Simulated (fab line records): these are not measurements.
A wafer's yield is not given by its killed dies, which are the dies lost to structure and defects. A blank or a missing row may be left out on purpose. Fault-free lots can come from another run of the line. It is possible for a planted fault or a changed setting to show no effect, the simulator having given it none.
Matching of chambers	flow nand-harc	4 sister chambers for NHARC_A_CONTACT_ETCH_110 on rie-diel-07
The step etches the open film in CF4/O2, target depth 50 nm, overetch 5 nm, time 27.5 s. 8 wafers are shown with their chamber, then 10 later ones without.

WAFERS PAIRED WITH THEIR CHAMBERS
wafer	chamber	showerhead-plenum-p-Torr (Torr)	rf-vpp-V (V)
L084.4	0	1.41	200.0
L085.5	3	1.24	196.3
L085.6	0	1.41	197.7
L091.1	1	1.36	198.3
L091.3	2	1.44	200.4
L091.5	3	1.23	195.5
L089.1	1	1.36	196.7
L089.3	2	1.44	199.7

WAFERS MISSING THEIR CHAMBER
wafer	showerhead-plenum-p-Torr (Torr)	rf-vpp-V (V)
L089.6	1.23	196.1
L093.1	1.23	196.1
L093.2	1.41	198.9
L093.6	1.44	200.7
L092.2	1.36	199.1
L092.5	1.41	201.2
L092.6	1.36	198.6
L096.2	1.41	200.3
L096.3	1.44	200.1
L096.4	1.36	198.9

WHICH CHAMBER EACH ONE RAN IN
wafer	from the rows above	in truth
L089.6	3	3
L093.1	3	3
L093.2	0	0
L093.6	2	2
L092.2	1	1
L092.5	0	0
L092.6	1	1
L096.2	0	0
L096.3	2	2
L096.4	1	1
10 of 10 placed correctly. Not placeable from these rows: 0. Wrongly placed: 0.
How it was worked out, from the rows above alone: a wafer's distance from a chamber is the root of the sum, over the readings, of the square of ((its reading less the chamber's mean) divided by the reading's scatter). The wafer belongs to the nearest chamber; if the next one is less than 2 further off, it can't be placed. A chamber's mean is the mean of its shown wafers. The scatter: the root of (the sum of the squares of (reading less its chamber's mean) over the shown wafers, divided by (wafers less chambers)).
